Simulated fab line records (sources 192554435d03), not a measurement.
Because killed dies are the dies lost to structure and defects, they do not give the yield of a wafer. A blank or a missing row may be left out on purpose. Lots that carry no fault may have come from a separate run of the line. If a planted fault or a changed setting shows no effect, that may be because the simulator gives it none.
A struck lot beside a sound one || flow n5_finfet || 38 steps out of a route of 1938
Sound: wafers L243.1, L243.4, L243.6. Wafers L238.3, L238.4, L238.5 were the ones struck. Last of all comes the cause.
Each step with rows lists, per side, the tool, then ch with its chambers, then its first start. Under that, the readings that differ: sound wafers || struck wafers || difference of the means || sigmas: that difference in standard deviations of wafers without a fault.
alike: readings whose means differ by less than 2 such deviations, and words and numbers that are the same on both sides. not compared: withheld readings, readings that some wafer has no value for, bounds like >300 that may hide the same value, and numbers for which the record gives no deviation and whose values overlap.
The two part at a step that has a row with sigmas, a row that says differs or no value, or rows on one side only. When numbers do not overlap yet have no deviation, they are printed without sigmas and do not part them. Lack of a reading on every wafer of one side parts them only where that side has two or more wafers.

first, 9 steps without rows for these wafers: N5_DUMMY_REMOVAL_HM_STRIP_01 (strips SiNx in CH3F/O2, stops on poly-Si, target depth 4 nm, time 6.8 s); N5_DUMMY_REMOVAL_STRIP_10 (strips in N2/H2, time 40 s); N5_DUMMY_REMOVAL_PRECLEAN_07 (cleans in dHF, time 30 s); N5_DUMMY_REMOVAL_DUMMY_REMOVE_02 (chemistry TMAH, target poly-Si, stops on SiO2, target depth 142 nm, time 57 s, rinse time 30 s); N5_DUMMY_REMOVAL_PRECLEAN_08 (cleans in NF3:NH3, afs cycles 2, time 20 s, sublimation time 60 s); N5_DUMMY_REMOVAL_PRECLEAN_04 (cleans in DHF, time 37 s); N5_DUMMY_REMOVAL_SRD_05 (time 30 s); N5_HKMG_FIN_IL_REGROW_00 (material SiO2, chemistry O3, target thk 0.75 nm, time 30 s); N5_HKMG_FIN_HK_ALD_01 (deposits HfO2, target thk 1.6 nm, pulse time 3 s, purge time 3 s).
N5_HKMG_FIN_HK_ANNEAL_02: time 30 s.
  sound on rtp_anneal-01 ch 0, day 8 05:48; struck on rtp_anneal-02 ch 0, day 7 00:43
{"reading": "lamp_power_pct (%)", "sound": "8.76 8.72 8.87", "struck": "9.82 9.69 9.62", "difference": "+0.93", "sigmas": "+19"}
{"reading": "lamp_zone_1_pct (%)", "sound": "8.790 8.803 8.798", "struck": "9.694 9.682 9.676", "difference": "+0.887", "sigmas": "+74"}
{"reading": "lamp_zone_2_pct (%)", "sound": "8.802 8.782 8.782", "struck": "9.674 9.684 9.672", "difference": "+0.888", "sigmas": "+74"}
{"reading": "lamp_zone_3_pct (%)", "sound": "8.817 8.814 8.804", "struck": "9.680 9.650 9.679", "difference": "+0.858", "sigmas": "+66"}
{"reading": "lamp_zone_4_pct (%)", "sound": "8.802 8.803 8.796", "struck": "9.686 9.687 9.688", "difference": "+0.887", "sigmas": "+74"}
{"reading": "lamp_zone_5_pct (%)", "sound": "8.799 8.792 8.797", "struck": "9.656 9.677 9.678", "difference": "+0.874", "sigmas": "+79"}
{"reading": "lamp_zone_6_pct (%)", "sound": "8.730 8.709 8.741", "struck": "9.588 9.562 9.607", "difference": "+0.859", "sigmas": "+78"}
{"reading": "lamp_zone_7_pct (%)", "sound": "9.177 9.191 9.189", "struck": "10.128 10.100 10.113", "difference": "+0.928", "sigmas": "+84"}
  alike: wafer_temp_C_max
then, 26 steps without rows for these wafers: N5_HKMG_FIN_ALD_74 (deposits La2O3, target thk 0.5 nm, pulse time 6 s, co reactant pulse time 1 s); N5_HKMG_FIN_ALD_75 (deposits Al2O3, target thk 1 nm, co reactant pulse time 1 s); N5_HKMG_FIN_COAT_41 (time 60 s, resist thk 300 nm); N5_HKMG_FIN_COAT_42 (time 60 s, resist thk 35 nm); N5_HKMG_FIN_COAT_43 (resist thk 90 nm); N5_HKMG_FIN_EBR_45; N5_HKMG_FIN_SOFTBAKE_44 (time 60 s); N5_HKMG_FIN_EXPOSE_46 (exposes mask NDIPOLE); N5_HKMG_FIN_PEB_47 (peb time 60 s); N5_HKMG_FIN_DEVELOP_48 (develop time 30 s); N5_HKMG_FIN_DESCUM_53 (chemistry O2, time 7.9 s); N5_HKMG_FIN_ETCH_54 (etches SiARC in CF4, target depth 45.5 nm, time 75.8 s); N5_HKMG_FIN_ETCH_55 (etches SOC in N2/H2, target depth 240 nm, time 300 s); N5_HKMG_FIN_STRIP_56 (strips in N2/H2); N5_HKMG_FIN_STRIP_57 (strips in CF4); N5_HKMG_FIN_ETCH_58 (etches SOC in N2/H2, target depth 215.8 nm, time 741 s); N5_HKMG_FIN_STRIP_93 (strips SOC in N2/H2, time 20 s); N5_HKMG_FIN_WET_ETCH_76 (etches Al2O3 in dNH4OH, stops on La2O3, target depth 2.25 nm, rinse time 30 s); N5_HKMG_FIN_STRIP_60 (strips in N2/H2, time 360 s); N5_HKMG_FIN_WET_ETCH_77 (etches La2O3 in dHCl, stops on HfO2, target depth 2 nm); N5_HKMG_FIN_WET_ETCH_78 (etches Al2O3 in dNH4OH, stops on La2O3, target depth 4.5 nm, rinse time 30 s); N5_HKMG_FIN_ALD_79 (deposits TiN, target thk 1.5 nm, pulse time 1 s, purge time 3 s); N5_HKMG_FIN_CVD_62 (deposits a-Si from Si2H6, target thk 3 nm, time 20.8 s); N5_HKMG_FIN_RTA_80 (time 2 s); N5_HKMG_FIN_PRECLEAN_64 (cleans in dHF, time 30 s); N5_HKMG_FIN_WET_ETCH_65 (etches a-Si in TMAH, stops on TiN, time 49 s, target depth 3 nm).
-- here the record skips 4 days between the struck wafers' starts before and after, leaving off in module HKMG_FIN and picking up in module BEOL_M4 (first step shown: number 1111 of the route) --
N5_BEOL_M4_RC_MEAS_101:
  sound on prober-02 ch 0, day 12 22:11; struck on prober-02 ch 0, day 11 08:31
{"reading": "IOFF_P (nA/um)", "sound": "0.15 0.18 0.15", "struck": "0.26 0.21 0.34", "difference": "+0.11", "sigmas": "+2"}
{"reading": "ION_P (uA/um)", "sound": "446 451 447", "struck": "465 462 480", "difference": "+21", "sigmas": "+2"}
{"reading": "RS_SD_N (ohm/sq)", "sound": "28.0 28.1 28.4", "struck": "29.7 29.7 29.6", "difference": "+1.5", "sigmas": "+4"}
{"reading": "VT_N (mV)", "sound": "256 254 256", "struck": "247 250 242", "difference": -9, "sigmas": -2}
{"reading": "VT_P (mV)", "sound": "-254 -254 -255", "struck": "-246 -247 -241", "difference": "+10", "sigmas": "+2"}
  alike: DIBL_N, DIBL_P, IOFF_N, ION_N, SS_N, SS_P
-- the record jumps here: 5 days lie between the struck wafers' starts before and after (it left off in module BEOL_M4 and takes up again in module PASSIVATION, whose first step shown is number 1936 of the route) --
N5_PASSIVATION_PROBE_49:
  the record has rows for the struck wafers here (prober-01, day 16 04:09) and none for the sound ones

== WHERE THEY PART ==
First at N5_HKMG_FIN_HK_ANNEAL_02; last, within this record, at N5_PASSIVATION_PROBE_49.

WHY: whatever the simulator had introduced
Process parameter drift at N5_HKMG_FIN_HK_ANNEAL_02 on rtp_anneal-02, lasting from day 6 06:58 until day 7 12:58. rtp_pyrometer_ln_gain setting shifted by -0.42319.
